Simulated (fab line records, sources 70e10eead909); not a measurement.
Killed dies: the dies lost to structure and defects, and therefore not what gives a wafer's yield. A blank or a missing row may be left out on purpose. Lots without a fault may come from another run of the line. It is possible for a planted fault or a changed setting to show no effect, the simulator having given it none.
One fault through the eyes of 3 desks :: flow nand harc :: each desk has only its own numbers; what lay behind them comes last

AT THE METROLOGY DESK
Means of the sampled wafers that have a number, per lot and without regard to the tool the lot ran on: this is what the gauges read. If a lot's mean is further than 4 standard deviations from the usual mean, the lot is out of limits and carries the mark OUT (the distance appears in the brackets).
Columns: A = cd nm at NHARC_P_ZERO_WELL_CD_MEAS_11, usual 499.8 nm; B = trench depth nm at NHARC_P_STI_OCD_MEAS_43, usual 300.5 nm; C = trench foot cd nm at NHARC_P_STI_OCD_MEAS_43, usual 158.1 nm
lot: L686
first seen here: day 1 21:09
A: 497.6
B: 299.9
C: 159.5

lot: L688
first seen here: day 2 17:16
A: 499.5
B: 299.1
C: 156.6

lot: L689
first seen here: day 3 03:37
A: 500.6
B: 298.8
C: 159.4

lot: L690
first seen here: day 3 13:14
A: 500.5
B: 302.0
C: 156.6

lot: L694
first seen here: day 5 05:23
A: 499.1
B: 299.8
C: 158.1

lot: L695
first seen here: day 5 15:14
A: 501.4
B: 303.0
C: 158.7

lot: L697
first seen here: day 6 11:19
A: 501.8
B: 297.1
C: 159.7

lot: L705
first seen here: day 9 19:14
A: 476.7 (-15) OUT
B: 305.9
C: 156.0

lot: L706
first seen here: day 10 05:07
A: 481.3 (-12) OUT
B: 301.2
C: 158.2

lot: L707
first seen here: day 10 15:14
A: 500.7
B: 299.7
C: 158.8

lot: L708
first seen here: day 11 01:15
A: 498.9
B: 302.2
C: 159.3

lot: L709
first seen here: day 11 11:14
A: 499.6
B: 298.0
C: 155.9
This desk finds L705, L706 out of limits, L705 being first, at day 9 19:14 (cd nm at NHARC_P_ZERO_WELL_CD_MEAS_11). In limits: L686, L688, L689, L690, L694, L695, L697, L707, L708, L709.

THE DEFECT DESK
Inspection counts along the route, by lot: the mean over sampled wafers that carry a number. If a lot's mean is further than 4 standard deviations from the usual mean, the lot is out of limits and carries the mark OUT (the distance appears in the brackets).
Columns: A = raw defect count at NHARC_P_START_INSPECT_01, usual 3.5
lot: L686
first seen here: day 1 20:03
A: 4.0

lot: L688
first seen here: day 2 16:02
A: 3.3

lot: L689
first seen here: day 3 02:02
A: 3.7

lot: L690
first seen here: day 3 12:02
A: 5.0

lot: L694
first seen here: day 5 04:02
A: 5.0

lot: L695
first seen here: day 5 14:02
A: 4.0

lot: L697
first seen here: day 6 10:03
A: 3.0

lot: L705
first seen here: day 9 18:02
A: 4.7

lot: L706
first seen here: day 10 04:02
A: 2.3

lot: L707
first seen here: day 10 14:02
A: 3.7

lot: L708
first seen here: day 11 00:03
A: 4.7

lot: L709
first seen here: day 11 10:02
A: 3.7
This desk's finding: nothing out of limits on any of the 12 lots.

AT THE TOOL OWNER'S DESK: litho track-03
The tool's own readings at NHARC_P_ZERO_WELL_PEB_09 (peb time 80 s): means of the sampled wafers that have a number, for each lot that ran on this tool. If a lot's mean is further than 4 standard deviations from the usual mean, the lot is out of limits and carries the mark OUT (the distance appears in the brackets).
Columns: A = heater power total W at NHARC_P_ZERO_WELL_PEB_09, usual 189.8 W
lot: L705
first seen here: day 9 19:09
A: 245.3 (+69) OUT

lot: L706
first seen here: day 10 05:02
A: 245.9 (+70) OUT
This desk finds L705, L706 out of limits, L705 being first, at day 9 19:09 (heater power total W at NHARC_P_ZERO_WELL_PEB_09). In limits: none.

TAKEN TOGETHER
The tool owner's desk had the chance to raise an alarm at day 9 19:09 on L705, L706.
An alarm was possible from the metrology desk at day 9 19:14, on L705, L706.
Nothing the defect desk looked at was out of limits.
The defect desk has L705, L706 on record, within its limits.
NHARC_P_ZERO_WELL_PEB_09 was run on litho track-03 by each of the lots named.

WHAT HAD BEEN PUT IN BY THE SIMULATOR
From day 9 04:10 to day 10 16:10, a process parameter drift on litho track-03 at NHARC_P_ZERO_WELL_PEB_09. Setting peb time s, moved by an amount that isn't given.
Shown lots that were struck: L705, L706.
Fault start to first reading out of limits, in hours, per desk: tool owner, 15; metrology, 15.
